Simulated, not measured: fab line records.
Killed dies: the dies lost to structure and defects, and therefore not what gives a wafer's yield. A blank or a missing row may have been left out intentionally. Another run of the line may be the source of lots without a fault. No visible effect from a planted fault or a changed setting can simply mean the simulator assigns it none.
fab line records	flow n5_finfet
record lots=24	wafers=72	last_day=17
route steps=1938 shown ZERO_LAYER@19 FIN_SAQP@95
lots with no fault: from the same line, run without faults
start_h: the number of hours between the record's first day and the start of the first shown wafer of the lot	wait_h: hours elapsed since this lot's preceding step	" repeats the value in the row above	L1.1+2: several wafers, shown together as one row	- no value present, or no start provided	* or withheld: withheld	< > ~ a bound
route shown NAME@n: a module of which the file shows steps, and the number in the route of the first	usual: mean/standard deviation taken from wafers without a fault	same: alike in all rows	chamber/n: place in a boat	sites: the reading at each site	_std_site: the values' standard deviation	_edge_site: the outer-site mean with the inner-site mean subtracted	radius_mm: how far each site lies from the wafer's centre	mask NAME#n: copy n	behind: the last tool/chamber to shape the wafer	hold: cause of the lot's hold/its duration in hours/its outcome	device: the n, p or np transistor that did not switch	end of line: the route-end tests of the same wafers	a step given without rows: its recipe and nothing more	killed: dies that structure and defects cost at the first sort, which is not the same as the wafer's yield	map: shows each die of a wafer: x if killed, . if not, _ if none is there
set.NAME: the setting the step ran with; set.NAME@STEP: the setting that earlier step ran with	model.NAME: the simulator's own value behind a step, which no gauge read
a sample of lots followed through the steps of the route, with each step as a table and each wafer as a row
services: when a tool's chamber went out of use (start_h, in hours from the record's first day, below 0 if earlier), for how many hours, and the reason
## steps
# step N5_ZERO_LAYER_INSPECT_20
# recipe inspect_instrument=darkfield	mode=post_clean
# usual raw_defect_count=33/15
lot.wafer	tool	chamber	start_h	wait_h	raw_defect_count
L074.3	defect_inspect-02	-	13.38	0.0	41
L074.4	"	-	"	"	14
L074.5	"	-	"	"	6
L075.2	defect_inspect-01	-	19.40	0.0	25
L075.3	"	-	"	"	50
L075.5	"	-	"	"	32
L076.2	defect_inspect-01	-	25.25	0.0	47
L076.4	"	-	"	"	40
L076.6	"	-	"	"	44
L077.2	defect_inspect-01	-	31.30	0.0	46
L077.4	"	-	"	"	20
L077.5	"	-	"	"	27
L078.3	defect_inspect-02	-	37.32	0.0	58
L078.4	"	-	"	"	56
L078.5	"	-	"	"	37
L079.1	defect_inspect-02	-	43.40	0.0	35
L079.2	"	-	"	"	28
L079.6	"	-	"	"	15
L080.1	defect_inspect-01	-	49.32	0.0	28
L080.2	"	-	"	"	37
L080.5	"	-	"	"	24
L081.2	defect_inspect-01	-	55.28	0.0	13
L081.3	"	-	"	"	33
L081.4	"	-	"	"	17
L082.1	defect_inspect-01	-	61.38	0.0	48
L082.3	"	-	"	"	43
L082.6	"	-	"	"	27
L083.2	defect_inspect-01	-	67.39	0.0	28
L083.3	"	-	"	"	30
L083.6	"	-	"	"	15
L084.2	defect_inspect-02	-	73.26	0.0	38
L084.3	"	-	"	"	34
L084.6	"	-	"	"	28
L085.1	defect_inspect-01	-	79.40	0.0	25
L085.4	"	-	"	"	14
L085.5	"	-	"	"	27
L086.4	defect_inspect-01	-	85.28	0.0	57
L086.5	"	-	"	"	59
L086.6	"	-	"	"	51
L087.3	defect_inspect-02	-	92.47	0.0	27
L087.4	"	-	"	"	37
L087.6	"	-	"	"	16
L088.1	defect_inspect-01	-	98.65	0.0	28
L088.4	"	-	"	"	50
L088.6	"	-	"	"	13
L089.1	defect_inspect-01	-	104.21	0.0	23
L089.2	"	-	"	"	13
L089.4	"	-	"	"	36
L090.2	defect_inspect-02	-	109.50	0.0	25
L090.3	"	-	"	"	20
L090.5	"	-	"	"	25
L091.1	defect_inspect-01	-	115.55	0.0	28
L091.3	"	-	"	"	32
L091.6	"	-	"	"	43
L092.3	defect_inspect-02	-	121.40	0.0	50
L092.5	"	-	"	"	28
L092.6	"	-	"	"	41
L093.2	defect_inspect-01	-	128.25	0.0	37
L093.4	"	-	"	"	22
L093.6	"	-	"	"	30
L094.1	defect_inspect-02	-	133.43	0.0	61
L094.5	"	-	"	"	18
L094.6	"	-	"	"	17
L095.2	defect_inspect-02	-	139.52	0.0	18
L095.4	"	-	"	"	19
L095.6	"	-	"	"	14
L096.1	defect_inspect-02	-	145.38	0.0	43
L096.2	"	-	"	"	30
L096.6	"	-	"	"	33
L097.2	defect_inspect-02	-	151.26	0.0	36
L097.3	"	-	"	"	53
L097.5	"	-	"	"	64
# step N5_FIN_SAQP_DENSIFY_62
# recipe temp_c=700	time_s=60	ambient=N2	idle_temp_c=600	ramp_up_c_per_s=150	ramp_down_c_per_s=60	cool_to_c=600
# usual lamp_power_pct=9.84/0.055	wafer_temp_C_max=703.3/0.7
# same time_s=60
lot.wafer	tool	chamber	start_h	wait_h	lamp_power_pct	wafer_temp_C_max
L074.3	rtp_anneal-02	0	20.54	0.2	9.91	703.5
L074.4	"	0	"	"	9.86	703.2
L074.5	"	0	"	"	9.86	703.0
L075.2	rtp_anneal-01	0	27.80	0.2	9.83	702.8
L075.3	"	0	"	"	9.85	703.0
L075.5	"	0	"	"	9.94	702.2
L076.2	rtp_anneal-02	0	32.52	0.3	9.81	703.4
L076.4	"	0	"	"	9.72	702.1
L076.6	"	0	"	"	9.88	702.4
L077.2	rtp_anneal-01	0	39.78	0.3	9.94	703.3
L077.4	"	0	"	"	9.83	702.6
L077.5	"	0	"	"	9.80	703.8
L078.3	rtp_anneal-02	0	44.84	0.2	9.84	702.4
L078.4	"	0	"	"	9.90	702.5
L078.5	"	0	"	"	9.82	702.8
L079.1	rtp_anneal-01	0	51.07	0.2	9.90	703.3
L079.2	"	0	"	"	9.78	702.7
L079.6	"	0	"	"	9.88	704.7
L080.1	rtp_anneal-01	0	57.76	0.1	9.82	702.9
L080.2	"	0	"	"	9.95	702.4
L080.5	"	0	"	"	9.82	702.7
L081.2	rtp_anneal-02	0	63.20	0.3	9.83	704.7
L081.3	"	0	"	"	9.91	704.2
L081.4	"	0	"	"	9.82	703.2
L082.1	rtp_anneal-01	0	69.25	0.3	9.74	703.6
L082.3	"	0	"	"	9.90	702.4
L082.6	"	0	"	"	9.76	702.7
L083.2	rtp_anneal-01	0	74.86	0.4	9.77	702.5
L083.3	"	0	"	"	9.76	702.9
L083.6	"	0	"	"	9.89	702.8
L084.2	rtp_anneal-02	0	81.23	0.1	9.81	704.8
L084.3	"	0	"	"	9.87	702.5
L084.6	"	0	"	"	9.77	703.0
L085.1	rtp_anneal-01	0	87.03	0.2	9.84	703.2
L085.4	"	0	"	"	9.81	702.8
L085.5	"	0	"	"	9.89	702.6
L086.4	rtp_anneal-01	0	94.53	0.3	9.85	704.5
L086.5	"	0	"	"	9.86	703.7
L086.6	"	0	"	"	9.94	704.4
L087.3	rtp_anneal-02	0	101.70	0.2	9.86	703.1
L087.4	"	0	"	"	9.85	704.1
L087.6	"	0	"	"	9.78	702.7
L088.1	rtp_anneal-02	0	105.81	0.2	9.88	704.2
L088.4	"	0	"	"	9.85	703.6
L088.6	"	0	"	"	9.86	703.3
L089.1	rtp_anneal-02	0	112.26	0.2	9.93	703.5
L089.2	"	0	"	"	9.90	704.6
L089.4	"	0	"	"	9.85	703.0
L090.2	rtp_anneal-01	0	118.82	0.4	9.77	702.8
L090.3	"	0	"	"	9.83	704.7
L090.5	"	0	"	"	9.83	703.5
L091.1	rtp_anneal-01	0	125.38	0.1	9.86	702.8
L091.3	"	0	"	"	9.80	705.6
L091.6	"	0	"	"	9.83	703.1
L092.3	rtp_anneal-01	0	129.56	0.2	9.76	702.4
L092.5	"	0	"	"	9.88	703.2
L092.6	"	0	"	"	9.88	704.4
L093.2	rtp_anneal-01	0	135.87	0.2	9.81	702.8
L093.4	"	0	"	"	9.98	702.6
L093.6	"	0	"	"	9.87	702.6
L094.1	rtp_anneal-01	0	141.30	0.3	9.85	703.2
L094.5	"	0	"	"	9.89	702.7
L094.6	"	0	"	"	9.80	703.3
L095.2	rtp_anneal-01	0	147.52	0.1	9.82	702.9
L095.4	"	0	"	"	9.82	704.2
L095.6	"	0	"	"	9.77	703.4
L096.1	rtp_anneal-02	0	153.06	0.1	9.87	703.0
L096.2	"	0	"	"	9.82	704.1
L096.6	"	0	"	"	9.88	703.5
L097.2	rtp_anneal-01	0	158.56	0.1	9.77	702.8
L097.3	"	0	"	"	9.75	704.7
L097.5	"	0	"	"	9.87	703.1
# step N5_FIN_SAQP_THK_MEAS_07
# usual thk_nm=59.9/0.72
lot.wafer	tool	chamber	start_h	wait_h	thk_nm
L074.3	film_metro-01	-	20.99	0.1	59.0
L074.4	"	-	"	"	59.3
L074.5	"	-	"	"	61.2
L075.2	film_metro-01	-	28.36	0.1	59.7
L075.3	"	-	"	"	60.6
L075.5	"	-	"	"	60.3
L076.2	film_metro-01	-	33.06	0.1	60.3
L076.4	"	-	"	"	60.5
L076.6	"	-	"	"	60.8
L077.2	film_metro-01	-	40.32	0.1	60.1
L077.4	"	-	"	"	61.0
L077.5	"	-	"	"	60.5
L078.3	film_metro-01	-	45.32	0.1	58.9
L078.4	"	-	"	"	59.9
L078.5	"	-	"	"	60.0
L079.1	film_metro-01	-	51.57	0.1	58.9
L079.2	"	-	"	"	59.0
L079.6	"	-	"	"	60.2
L080.1	film_metro-01	-	58.30	0.1	59.0
L080.2	"	-	"	"	59.0
L080.5	"	-	"	"	60.1
L081.2	film_metro-02	-	63.69	0.1	60.3
L081.3	"	-	"	"	60.3
L081.4	"	-	"	"	61.1
L082.1	film_metro-02	-	69.76	0.1	59.5
L082.3	"	-	"	"	59.9
L082.6	"	-	"	"	61.3
L083.2	film_metro-01	-	75.35	0.1	59.2
L083.3	"	-	"	"	59.2
L083.6	"	-	"	"	59.9
L084.2	film_metro-01	-	81.71	0.1	59.2
L084.3	"	-	"	"	59.7
L084.6	"	-	"	"	60.2
L085.1	film_metro-01	-	87.53	0.1	60.2
L085.4	"	-	"	"	60.8
L085.5	"	-	"	"	60.4
L086.4	film_metro-02	-	94.95	0.0	60.3
L086.5	"	-	"	"	60.0
L086.6	"	-	"	"	59.9
L087.3	film_metro-02	-	102.16	0.1	59.6
L087.4	"	-	"	"	60.9
L087.6	"	-	"	"	60.1
L088.1	film_metro-02	-	106.32	0.1	58.5
L088.4	"	-	"	"	60.4
L088.6	"	-	"	"	60.3
L089.1	film_metro-01	-	112.77	0.1	59.4
L089.2	"	-	"	"	59.9
L089.4	"	-	"	"	60.7
L090.2	film_metro-02	-	119.30	0.1	59.3
L090.3	"	-	"	"	58.8
L090.5	"	-	"	"	60.0
L091.1	film_metro-02	-	125.89	0.1	59.7
L091.3	"	-	"	"	59.5
L091.6	"	-	"	"	60.5
L092.3	film_metro-02	-	130.02	0.1	58.8
L092.5	"	-	"	"	59.2
L092.6	"	-	"	"	59.2
L093.2	film_metro-02	-	136.35	0.1	59.8
L093.4	"	-	"	"	60.9
L093.6	"	-	"	"	61.5
L094.1	film_metro-01	-	141.80	0.1	58.2
L094.5	"	-	"	"	60.1
L094.6	"	-	"	"	59.9
L095.2	film_metro-01	-	148.01	0.1	59.7
L095.4	"	-	"	"	60.0
L095.6	"	-	"	"	60.6
L096.1	film_metro-01	-	153.57	0.1	59.4
L096.2	"	-	"	"	58.8
L096.6	"	-	"	"	59.3
L097.2	film_metro-01	-	159.04	0.1	59.0
L097.3	"	-	"	"	58.9
L097.5	"	-	"	"	60.1
# step N5_FIN_SAQP_SPACER1_ALD_24
# recipe material=SiO2	target_thk_a=203	temp_c=300	ald_precursor_family=BDEAS	ald_co_reactant=O2-plasma	pulse_time_s=1	purge_time_s=2	co_reactant_purge_time_s=2	ald_cycles=218	pressure_torr=2
# usual heater_power_outer_w=261/28	heater_power_w=465/40	precursor_pulse_height_rel=1.000/0.021	susceptor_temp_C=300.05/0.18
lot.wafer	tool	chamber	start_h	wait_h	heater_power_outer_w	heater_power_w	precursor_pulse_height_rel	susceptor_temp_C
L074.3	ald_sin-01	0	22.66	0.1	244	448	1.007	300.08
L074.4	"	1	"	"	263	422	1.007	300.13
L074.5	"	0	"	"	244	458	1.052	300.01
L075.2	ald_sin-01	2	30.16	0.4	261	481	1.012	300.51
L075.3	"	0	"	"	248	462	0.981	300.16
L075.5	"	2	"	"	259	476	1.024	300.45
L076.2	ald_sin-04	2	34.80	0.3	250	453	0.997	300.07
L076.4	"	1	"	"	269	459	1.002	299.76
L076.6	"	1	"	"	277	462	1.006	300.19
L077.2	ald_sin-04	1	42.03	0.3	263	466	1.014	300.28
L077.4	"	3	"	"	295	514	0.954	299.72
L077.5	"	2	"	"	246	430	1.007	300.10
L078.3	ald_sin-04	1	46.93	0.1	266	458	0.971	300.13
L078.4	"	2	"	"	242	447	1.025	299.87
L078.5	"	2	"	"	245	444	0.986	299.77
L079.1	ald_sin-03	3	53.24	0.3	301	558	1.002	299.86
L079.2	"	2	"	"	267	476	0.997	299.88
L079.6	"	0	"	"	224	415	1.015	300.03
L080.1	ald_sin-04	2	60.33	0.3	246	443	1.030	300.26
L080.2	"	0	"	"	247	448	1.025	300.06
L080.5	"	1	"	"	273	468	0.981	300.20
L081.2	ald_sin-03	0	65.34	0.3	210	432	1.022	300.21
L081.3	"	1	"	"	297	478	1.003	300.03
L081.4	"	2	"	"	259	475	0.989	300.18
L082.1	ald_sin-03	1	71.33	0.3	293	478	0.995	299.82
L082.3	"	3	"	"	301	543	1.007	299.99
L082.6	"	2	"	"	269	475	1.000	299.82
L083.2	ald_sin-03	3	77.35	0.3	305	555	0.977	300.21
L083.3	"	0	"	"	220	436	1.011	300.15
L083.6	"	3	"	"	309	550	0.971	299.95
L084.2	ald_sin-04	0	83.68	0.3	254	465	1.014	300.17
L084.3	"	2	"	"	247	443	1.012	299.91
L084.6	"	2	"	"	249	437	1.009	300.24
L085.1	ald_sin-01	3	89.65	0.3	235	405	1.002	300.07
L085.4	"	1	"	"	270	439	1.002	299.84
L085.5	"	3	"	"	233	417	0.954	299.94
L086.4	ald_sin-03	0	97.07	0.1	219	419	0.980	300.01
L086.5	"	0	"	"	215	419	0.992	300.04
L086.6	"	1	"	"	299	488	1.027	300.39
L087.3	ald_sin-01	0	103.95	0.1	247	465	1.021	300.17
L087.4	"	2	"	"	259	482	1.010	300.14
L087.6	"	2	"	"	265	481	0.979	299.88
L088.1	ald_sin-03	0	110.03	1.9	212	422	0.987	300.26
L088.4	"	1	"	"	301	483	1.004	300.08
L088.6	"	3	"	"	314	551	1.007	299.99
L089.1	ald_sin-04	2	115.96	0.3	228	437	0.989	300.05
L089.2	"	3	"	"	277	492	0.945	299.96
L089.4	"	0	"	"	245	464	0.992	300.13
L090.2	ald_sin-03	3	121.43	0.3	304	548	0.993	300.07
L090.3	"	1	"	"	300	492	1.001	299.76
L090.5	"	0	"	"	221	431	1.010	300.14
L091.1	ald_sin-04	3	127.56	0.3	279	492	1.018	300.10
L091.3	"	0	"	"	252	445	1.018	300.12
L091.6	"	1	"	"	252	435	1.003	300.13
L092.3	ald_sin-04	3	132.23	0.8	278	505	1.050	300.11
L092.5	"	3	"	"	282	487	1.003	299.91
L092.6	"	2	"	"	235	421	0.992	300.15
L093.2	ald_sin-04	2	138.18	0.4	231	431	0.998	299.93
L093.4	"	0	"	"	245	446	0.988	299.86
L093.6	"	2	"	"	236	430	1.017	299.95
L094.1	ald_sin-03	0	143.78	0.4	221	433	0.943	299.90
L094.5	"	3	"	"	315	570	1.025	299.80
L094.6	"	2	"	"	273	490	0.994	299.59
L095.2	ald_sin-04	0	150.52	1.1	253	459	0.971	299.91
L095.4	"	3	"	"	283	496	1.017	300.11
L095.6	"	1	"	"	244	434	1.022	300.26
L096.1	ald_sin-03	1	155.69	0.3	305	478	1.003	300.09
L096.2	"	2	"	"	265	479	1.017	300.12
L096.6	"	3	"	"	311	560	1.009	299.65
L097.2	ald_sin-01	0	160.58	0.3	252	454	1.003	299.92
L097.3	"	1	"	"	277	444	0.993	300.35
L097.5	"	2	"	"	257	471	1.021	299.92
# step N5_FIN_SAQP_MANDREL1_REMOVE_56
# recipe chemistry=HBr/Cl2/O2	bt_time_s=10	target=a-Si	stop_on=SiNx	endpoint=OES-SiCl	over_etch_frac=1	icp_w=600	bias_w=22	HBr_flow_sccm=150	Cl2_flow_sccm=80	O2_flow_sccm=5	pressure_mtorr=10
# usual drypump_motor_current_A=5.9/0.4	oes_product_au=1.001/0.013	throttle_valve_pct=36.64/0.25
lot.wafer	tool	chamber	start_h	wait_h	drypump_motor_current_A	oes_product_au	rf_hours_counter_h	throttle_valve_pct
L074.3	rie_si-03	1	23.47	0.1	6.7	0.990	0	36.71
L074.4	"	0	"	"	5.8	0.998	8	36.68
L074.5	"	0	"	"	5.8	0.990	-	36.70
L075.2	rie_si-02	0	31.28	0.1	5.3	0.986	107	36.45
L075.3	"	3	"	"	5.6	1.025	8	36.77
L075.5	"	3	"	"	5.6	1.019	-	36.77
L076.2	rie_si-04	0	35.61	0.1	6.3	1.007	85	36.37
L076.4	"	2	"	"	6.3	1.024	115	36.41
L076.6	"	2	"	"	6.2	1.007	-	36.41
L077.2	rie_si-03	2	42.83	0.1	5.7	0.978	65	36.91
L077.4	"	0	"	"	5.8	1.006	8	36.69
L077.5	"	0	"	"	5.8	1.001	-	36.69
L078.3	rie_si-03	2	47.79	0.1	5.7	0.970	65	36.90
L078.4	"	0	"	"	5.8	0.989	8	36.68
L078.5	"	2	"	"	5.7	0.978	-	36.91
L079.1	rie_si-02	2	54.05	0.1	5.6	0.977	149	36.54
L079.2	"	3	"	"	5.5	1.009	8	36.76
L079.6	"	3	"	"	5.5	1.003	-	36.75
L080.1	rie_si-03	3	61.13	0.1	5.7	1.001	38	36.09
L080.2	"	2	"	"	5.6	0.980	65	36.90
L080.5	"	3	"	"	5.6	1.002	-	36.08
L081.2	rie_si-03	2	66.14	0.1	5.7	0.986	65	36.90
L081.3	"	1	"	"	6.7	1.010	1	36.73
L081.4	"	3	"	"	5.6	1.003	38	36.10
L082.1	rie_si-04	3	72.14	0.1	6.1	1.002	37	36.69
L082.3	"	1	"	"	5.5	1.007	80	37.04
L082.6	"	0	"	"	6.3	1.014	-	36.39
L083.2	rie_si-03	3	78.16	0.1	5.6	1.012	38	36.09
L083.3	"	1	"	"	6.7	1.003	1	36.72
L083.6	"	0	"	"	5.8	1.003	-	36.71
L084.2	rie_si-02	1	84.48	0.1	5.7	1.022	6	36.85
L084.3	"	2	"	"	5.6	0.986	150	36.54
L084.6	"	0	"	"	5.3	0.989	-	36.45
L085.1	rie_si-04	3	90.82	0.1	6.0	1.005	37	36.69
L085.4	"	0	"	"	6.3	1.018	86	36.38
L085.5	"	3	"	"	6.1	1.001	-	36.70
L086.4	rie_si-02	2	98.03	0.1	5.7	0.993	150	36.53
L086.5	"	3	"	"	5.5	1.024	-	36.76
L086.6	"	0	"	"	5.3	0.976	-	36.45
L087.3	rie_si-04	1	104.76	0.1	5.5	1.001	81	37.02
L087.4	"	0	"	"	6.3	1.019	-	36.38
L087.6	"	3	"	"	6.1	1.017	-	36.68
L088.1	rie_si-02	0	111.46	0.1	5.3	0.988	109	36.46
L088.4	"	3	"	"	5.6	1.014	9	36.77
L088.6	"	2	"	"	5.6	0.988	-	36.53
L089.1	rie_si-04	0	116.79	0.1	6.3	1.013	86	36.39
L089.2	"	1	"	"	5.5	1.011	81	37.03
L089.4	"	1	"	"	5.5	1.010	-	37.04
L090.2	rie_si-04	1	122.37	0.1	5.5	0.998	81	37.04
L090.3	"	0	"	"	6.3	1.009	86	36.40
L090.5	"	1	"	"	5.5	1.006	-	37.04
L091.1	rie_si-02	2	128.36	0.1	5.6	0.993	150	36.52
L091.3	"	1	"	"	5.7	1.013	6	36.84
L091.6	"	3	"	"	5.5	1.014	-	36.76
L092.3	rie_si-04	0	133.04	0.1	6.3	1.010	87	36.37
L092.5	"	0	"	"	6.3	1.017	-	36.39
L092.6	"	3	"	"	6.0	0.996	-	36.68
L093.2	rie_si-03	0	139.24	0.1	5.7	0.995	10	36.69
L093.4	"	3	"	"	5.6	1.008	39	36.07
L093.6	"	0	"	"	5.8	0.995	-	36.70
L094.1	rie_si-04	0	144.58	0.1	6.3	1.008	87	36.39
L094.5	"	2	"	"	6.2	1.006	-	36.41
L094.6	"	1	"	"	5.5	0.999	-	37.02
L095.2	rie_si-03	0	151.39	0.1	5.8	0.988	10	36.69
L095.4	"	2	"	"	5.7	0.978	67	36.89
L095.6	"	1	"	"	6.7	0.994	-	36.73
L096.1	rie_si-04	1	156.50	0.1	5.5	1.002	82	37.04
L096.2	"	2	"	"	6.2	1.013	117	36.39
L096.6	"	3	"	"	6.1	0.996	-	36.70
L097.2	rie_si-02	0	161.46	0.1	5.3	0.985	110	36.48
L097.3	"	3	"	"	5.5	1.010	10	36.75
L097.5	"	0	"	"	5.3	0.981	-	36.45
# step N5_FIN_SAQP_CD_MEAS_37
# recipe target_cd_nm=8	polarity=line
# usual cd_nm=8.12/0.23
lot.wafer	tool	chamber	start_h	wait_h	cd_nm
L074.3	cd_sem-03	-	25.58	0.1	8.38
L074.4	"	-	"	"	8.18
L074.5	"	-	"	"	8.40
L075.2	cd_sem-01	-	33.58	0.1	8.24
L075.3	"	-	"	"	8.12
L075.5	"	-	"	"	7.98
L076.2	cd_sem-01	-	38.03	0.1	8.30
L076.4	"	-	"	"	8.18
L076.6	"	-	"	"	8.01
L077.2	cd_sem-01	-	44.95	0.1	7.73
L077.4	"	-	"	"	7.77
L077.5	"	-	"	"	7.90
L078.3	cd_sem-01	-	49.99	0.1	8.07
L078.4	"	-	"	"	7.88
L078.5	"	-	"	"	8.25
L079.1	cd_sem-02	-	56.52	0.1	8.03
L079.2	"	-	"	"	7.84
L079.6	"	-	"	"	8.05
L080.1	cd_sem-02	-	63.86	0.1	8.02
L080.2	"	-	"	"	8.05
L080.5	"	-	"	"	8.51
L081.2	cd_sem-03	-	68.50	0.1	8.27
L081.3	"	-	"	"	8.45
L081.4	"	-	"	"	8.48
L082.1	cd_sem-01	-	74.38	0.1	8.06
L082.3	"	-	"	"	7.81
L082.6	"	-	"	"	8.20
L083.2	cd_sem-03	-	81.20	0.1	8.10
L083.3	"	-	"	"	7.92
L083.6	"	-	"	"	8.09
L084.2	cd_sem-02	-	87.59	0.1	8.39
L084.3	"	-	"	"	8.01
L084.6	"	-	"	"	8.11
L085.1	cd_sem-02	-	94.14	0.1	7.91
L085.4	"	-	"	"	8.15
L085.5	"	-	"	"	8.15
L086.4	cd_sem-01	-	100.47	0.1	8.11
L086.5	"	-	"	"	8.33
L086.6	"	-	"	"	8.27
L087.3	cd_sem-02	-	107.31	0.1	8.17
L087.4	"	-	"	"	8.31
L087.6	"	-	"	"	8.18
L088.1	cd_sem-01	-	114.04	0.1	7.96
L088.4	"	-	"	"	7.87
L088.6	"	-	"	"	8.23
L089.1	cd_sem-03	-	119.84	0.1	8.18
L089.2	"	-	"	"	8.27
L089.4	"	-	"	"	8.31
L090.2	cd_sem-01	-	124.56	0.1	8.38
L090.3	"	-	"	"	8.41
L090.5	"	-	"	"	8.56
L091.1	cd_sem-01	-	130.69	0.1	8.48
L091.3	"	-	"	"	8.54
L091.6	"	-	"	"	8.17
L092.3	cd_sem-03	-	136.12	0.1	8.44
L092.5	"	-	"	"	8.03
L092.6	"	-	"	"	8.34
L093.2	cd_sem-02	-	141.61	0.1	7.89
L093.4	"	-	"	"	7.78
L093.6	"	-	"	"	8.13
L094.1	cd_sem-01	-	146.88	0.1	8.44
L094.5	"	-	"	"	8.57
L094.6	"	-	"	"	8.15
L095.2	cd_sem-02	-	153.74	0.1	7.48
L095.4	"	-	"	"	7.86
L095.6	"	-	"	"	8.43
L096.1	cd_sem-02	-	158.90	0.1	7.67
L096.2	"	-	"	"	8.01
L096.6	"	-	"	"	8.06
L097.2	cd_sem-03	-	164.17	0.1	8.11
L097.3	"	-	"	"	8.06
L097.5	"	-	"	"	8.06
## services
tool	chamber	start_h	hours	kind
ald_sin-04	1	11.53	7.4	repair
ald_sin-04	3	12.07	4.7	repair
ald_sin-03	2	16.61	16.4	repair
ald_sin-03	3	20.79	6.5	repair
ald_sin-03	0	33.74	7.6	repair
rie_si-03	-	63.10	0.3	repair
rie_si-03	-	75.64	0.5	repair
ald_sin-04	-	79.87	0.6	repair
ald_sin-04	-	85.56	14.0	pm
ald_sin-04	0	85.56	14.0	vent_cycle
ald_sin-04	1	85.56	14.0	vent_cycle
ald_sin-04	2	85.56	14.0	vent_cycle
ald_sin-04	3	85.56	14.0	vent_cycle
ald_sin-04	0	99.56	-	clean
ald_sin-04	1	99.56	-	clean
ald_sin-04	2	99.56	-	clean
rie_si-04	2	102.60	31.7	repair
ald_sin-03	-	112.71	2.8	pm
rie_si-02	1	115.06	2.8	repair
rie_si-02	2	118.44	7.4	repair
rie_si-04	-	120.76	0.2	repair
rie_si-03	-	131.84	2.8	pm
rie_si-03	-	141.01	1.1	repair
ald_sin-01	1	145.72	3.2	repair
## key
fault none
